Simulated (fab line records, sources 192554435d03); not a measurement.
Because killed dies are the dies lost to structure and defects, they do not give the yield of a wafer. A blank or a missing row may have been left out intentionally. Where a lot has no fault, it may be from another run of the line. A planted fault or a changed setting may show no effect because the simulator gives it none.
Comparing a struck lot with a sound one | flow n5_finfet | 38 steps out of a route of 1938
Sound: the wafers L857.1, L857.3, L857.4. Struck: wafer L851.6 (L851.3, L851.4, from the same lot, were not struck and are left out); the cause is given at the end.
Per side, at each step with rows, come the tool, then ch with its chambers, and then its first start. Under that, the readings that differ: sound wafers | struck wafers | difference of the means | sigmas: that difference in standard deviations of wafers without a fault.
alike: a reading whose means differ by less than 2 such deviations, as well as words and numbers matching on both sides. not compared: withheld readings; readings where some wafer has no value; bounds like >300 that might hide an equal value; numbers whose values overlap and for which the record gives no deviation.
Wherever a step has rows on one side only, a row that says differs or no value, or a row with sigmas, the two part there. Non-overlapping numbers with no deviation appear without sigmas and do not part them. A reading that every wafer of one side lacks parts them only if that side has two wafers or more.

first, 10 steps without rows for these wafers: N5_DUMMY_GATE_ETCH_23 (etches poly-Si in HBr/Cl2/O2, target depth 41 nm, time 22.3 s); N5_DUMMY_GATE_ETCH_44 (etches poly-Si in HBr/O2, stops on SiO2, target depth 127.5 nm); N5_DUMMY_GATE_ETCH_42 (etches SiO2 in CHF3/O2, target depth 3.5 nm, time 31 s); N5_DUMMY_GATE_STRIP_48 (strips in N2/H2, time 20 s); N5_DUMMY_GATE_PRECLEAN_33 (cleans in dHF, time 10 s); N5_DUMMY_GATE_PRECLEAN_25 (cleans in O3/DIW, time 45 s); N5_DUMMY_GATE_PRECLEAN_51 (cleans in SC2, time 45 s); N5_DUMMY_GATE_SRD_26 (time 30 s); N5_DUMMY_GATE_UV_OZONE_45 (time 120 s); N5_SPACER0_ALD_07 (deposits SiNx, target thk 2 nm).
N5_SPACER0_ALD_00: deposits SiOCN, target thk 3.5 nm, pulse time 3 s, purge time 2 s.
  sound on ald_sin-03 ch 0,1,2, day 8 06:20; struck on ald_sin-01 ch 1, day 6 18:48
  reading                                   | sound       | struck | difference | sigmas
  ald_cycles                                | 58 58 58    | 50     | -8         |
  model.SiOCN_of_SPACER0_ALD_00.thk_nm (nm) | 3.4 3.4 3.4 | 3      | +0         |
  alike: heater_power_w, precursor_pulse_height_rel
then, 25 steps without rows for these wafers: N5_SPACER0_ALD_08 (deposits SiNx, target thk 2 nm); N5_SD_EPI_N_COAT_32 (time 60 s, resist thk 350 nm); N5_SD_EPI_N_COAT_33 (time 60 s, resist thk 35 nm); N5_SD_EPI_N_COAT_03 (resist thk 150 nm); N5_SD_EPI_N_EBR_05; N5_SD_EPI_N_SOFTBAKE_04 (time 60 s); N5_SD_EPI_N_EXPOSE_06 (exposes mask SD N BLK, target cd 120 nm); N5_SD_EPI_N_PEB_07 (peb time 60 s); N5_SD_EPI_N_DEVELOP_08 (develop time 30 s); N5_SD_EPI_N_DESCUM_14 (chemistry O2, time 7.9 s); N5_SD_EPI_N_ETCH_34 (etches SiARC in CF4, target depth 45.5 nm, time 75.8 s); N5_SD_EPI_N_ETCH_35 (etches SOC in N2/H2, overetch 108 nm, time 486 s); N5_SD_EPI_N_STRIP_36 (strips in N2/H2); N5_SD_EPI_N_ETCHBACK_44 (etches SiNx in CH3F/O2, stops on SiO2, target depth 14.5 nm); N5_SD_EPI_N_ETCH_45 (etches SiOCN in CH3F/O2, target depth 6 nm); N5_SD_EPI_N_ETCH_16 (etches SiO2 in CHF3/O2, target depth 5 nm); N5_SD_EPI_N_STRIP_47 (strips in CHF3/O2); N5_SD_EPI_N_SD_RECESS_17 (chemistry HBr/Cl2/O2, target depth 41 nm, time 23.7 s, bt time 3 s); N5_SD_EPI_N_STRIP_38 (strips in N2/H2); N5_SD_EPI_N_WET_ETCH_43 (etches SiO2 in dHF, time 14 s, target depth 1.5 nm); N5_SD_EPI_N_STRIP_18 (strips in SPM, time 750 s); N5_SD_EPI_N_SRD_20 (time 30 s); N5_SD_EPI_N_PRECLEAN_48 (cleans in NF3:NH3, afs cycles 2, time 20 s, sublimation time 60 s); N5_SD_EPI_N_VAPOR_ETCH_50 (etches Si in HCl, time 54 s); N5_SD_EPI_N_EPI_21 (deposits Si:P, time 690 s).
N5_SD_EPI_P_PRECLEAN_32: cleans in dHF, time 10 s.
  sound on wet_bench-02 ch 1,3,6, day 8 15:53; struck on wet_bench-03 ch 7, day 7 04:02
  reading                                   | sound       | struck | difference | sigmas
  model.SiOCN_of_SPACER0_ALD_00.thk_nm (nm) | 3.4 3.4 3.4 | 3      | +0         |
-- here the record skips 5 days between the struck wafers' starts before and after, leaving off in module SD_EPI_P and picking up in module BEOL_M4 (first step shown: number 1111 of the route) --
N5_BEOL_M4_RC_MEAS_101:
  sound on prober-02 ch 0, day 14 01:26; struck on prober-02 ch 0, day 12 14:24
  reading         | sound                | struck | difference | sigmas
  DIBL_N (mV/V)   | 34.7 33.6 35.3       | 40.7   | +6.2       | +5
  IOFF_N (nA/um)  | 0.125 0.110 0.139    | 0.188  | +0.063     | +3
  IOFF_P (nA/um)  | 0.155 0.139 0.175    | 0.244  | +0.088     | +3
  ION_N (uA/um)   | 659 651 659          | 683    | +27        | +3
  ION_P (uA/um)   | 449 442 454          | 471    | +23        | +3
  REXT_N (ohm.um) | 72.9 73.9 74.3       | 68.8   | -4.9       | -3
  VT_N (mV)       | 254.6 257.0 252.8    | 246.3  | -8.5       | -3
  VT_P (mV)       | -258.7 -256.1 -252.4 | -247.9 | +7.8       | +3
  alike: DIBL_P, SS_N, SS_P

== WHERE THEY PART ==
N5_BEOL_M4_RC_MEAS_101 only, going by this record.

WHY: what had been put in by the simulator
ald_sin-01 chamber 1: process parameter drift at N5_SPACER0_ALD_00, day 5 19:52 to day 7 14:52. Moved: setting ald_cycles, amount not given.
